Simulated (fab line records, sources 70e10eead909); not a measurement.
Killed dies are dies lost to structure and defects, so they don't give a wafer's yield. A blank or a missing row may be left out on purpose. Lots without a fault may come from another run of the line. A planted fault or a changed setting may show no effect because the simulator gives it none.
A struck lot beside a sound one | flow nand_harc | 28 steps out of a route of 1302
Sound: wafers L506.1, L506.3, L506.4. Struck: wafers L511.1, L511.5, L511.6. The cause comes at the end.
At each step with rows: each side's tool, then ch and its chambers, then its first start. Under that, the readings that differ: sound wafers | struck wafers | difference of the means | sigmas: that difference in standard deviations of wafers without a fault.
alike: readings whose means differ by less than 2 such deviations, and words and numbers that are the same on both sides. not compared: withheld readings, readings that some wafer has no value for, bounds like >300 that may hide the same value, and numbers for which the record gives no deviation and whose values overlap.
The two part at a step that has a row with sigmas, a row that says differs or no value, or rows on one side only. Numbers that don't overlap but have no deviation are shown without sigmas and don't part them. A reading that every wafer of one side lacks parts them only if that side has two wafers or more.

first, 1 step without rows for these wafers: NHARC_P_ZERO_WELL_HARDBAKE_53 (time 80 s).
NHARC_P_ZERO_WELL_DESCUM_54: chemistry O2, time 3 s.
  sound on rie_diel-01 ch 0,1,2, day 5 09:53; struck on rie_diel-01 ch 1,2, day 7 12:07
  alike: drypump_motor_current_A, oes_product_au, rf_vpp_V, showerhead_plenum_p_Torr, throttle_valve_pct
  not compared: rf_hours_counter_h
then, 5 steps without rows for these wafers: NHARC_P_ZERO_WELL_IMPLANT_55; NHARC_P_ZERO_WELL_IMPLANT_61; NHARC_P_ZERO_WELL_STRIP_56 (strips in SPM, time 840 s); NHARC_P_ZERO_WELL_PRECLEAN_68 (cleans in SC1, time 60 s); NHARC_P_ZERO_WELL_SRD_69.
NHARC_P_ZERO_WELL_RTA_42: time 300 s.
  sound on rtp_anneal-01 ch 0, day 5 10:52; struck on rtp_anneal-01 ch 0, day 7 13:05
  alike: lamp_power_pct, lamp_zone_2_pct, wafer_temp_C_max
NHARC_P_ZERO_WELL_INSPECT_43:
  sound on defect_inspect-02, day 5 11:33; struck on defect_inspect-01, day 7 13:46
  reading          | sound   | struck   | difference | sigmas
  raw_defect_count | 21 5 10 | 23 30 36 | +18        | +3
then, 3 steps without rows for these wafers: NHARC_P_STI_ETCH_26 (etches SiO2 in dHF, target depth 11 nm); NHARC_P_STI_PRECLEAN_27 (cleans in SC1); NHARC_P_STI_SRD_28.
NHARC_P_STI_OXIDE_29: material SiO2, target thk 10 nm, ox time 1362 s.
  sound on furnace-07 ch 0, day 5 15:36; struck on furnace-07 ch 0, day 7 17:14
  alike: spike_tc_lower_C, zone_power_top_pct, zone_power_upper_pct
then, 10 steps without rows for these wafers: NHARC_P_STI_HM_DEP_30 (deposits Si3N4, target thk 80 nm, time 873 s); NHARC_P_STI_DEHYDRATE_01 (time 120 s); NHARC_P_STI_HMDS_02 (time 30 s); NHARC_P_STI_COAT_41 (time 65 s); NHARC_P_STI_COAT_03 (resist thk 600 nm); NHARC_P_STI_SOFTBAKE_04 (time 70 s); NHARC_P_STI_EBR_05; NHARC_P_STI_EXPOSE_06 (exposes mask P STI, target cd 200 nm); NHARC_P_STI_PEB_07 (peb time 80 s); NHARC_P_STI_DEVELOP_08 (time 50 s).
NHARC_P_STI_CD_MEAS_09: target cd 200 nm.
  sound on cd_sem-01 ch 0, day 6 02:45; struck on cd_sem-03 ch 0, day 8 04:25
  alike: cd_nm
NHARC_P_STI_OVL_MEAS_10:
  sound on overlay-01, day 6 02:50; struck on overlay-01, day 8 04:31
  reading           | sound | struck   | difference | sigmas
  overlay_x_nm (nm) | 8 7 8 | -8 -9 -9 | -16        | -3
  alike: overlay_y_nm
NHARC_P_STI_INSPECT_11:
  sound on defect_inspect-02, day 6 02:53; struck on defect_inspect-02, day 8 04:33
  reading          | sound | struck      | difference | sigmas
  raw_defect_count | 7 6 8 | 762 762 742 | +748       | +99 or more
then, 1 step without rows for these wafers: NHARC_P_STI_HARDBAKE_13 (time 65 s).
-- the record jumps here: 21 days lie between the struck wafers' starts before and after (it left off in module P_STI and takes up again in module END, whose first step shown is number 1302 of the route) --
NHARC_END_SORT_01:
  the record has rows for the struck wafers here (prober-01 ch 0, day 29 15:55) and none for the sound ones

WHERE THEY PART
First at NHARC_P_ZERO_WELL_INSPECT_43; last, within this record, at NHARC_END_SORT_01.

WHY: what the simulator had put in
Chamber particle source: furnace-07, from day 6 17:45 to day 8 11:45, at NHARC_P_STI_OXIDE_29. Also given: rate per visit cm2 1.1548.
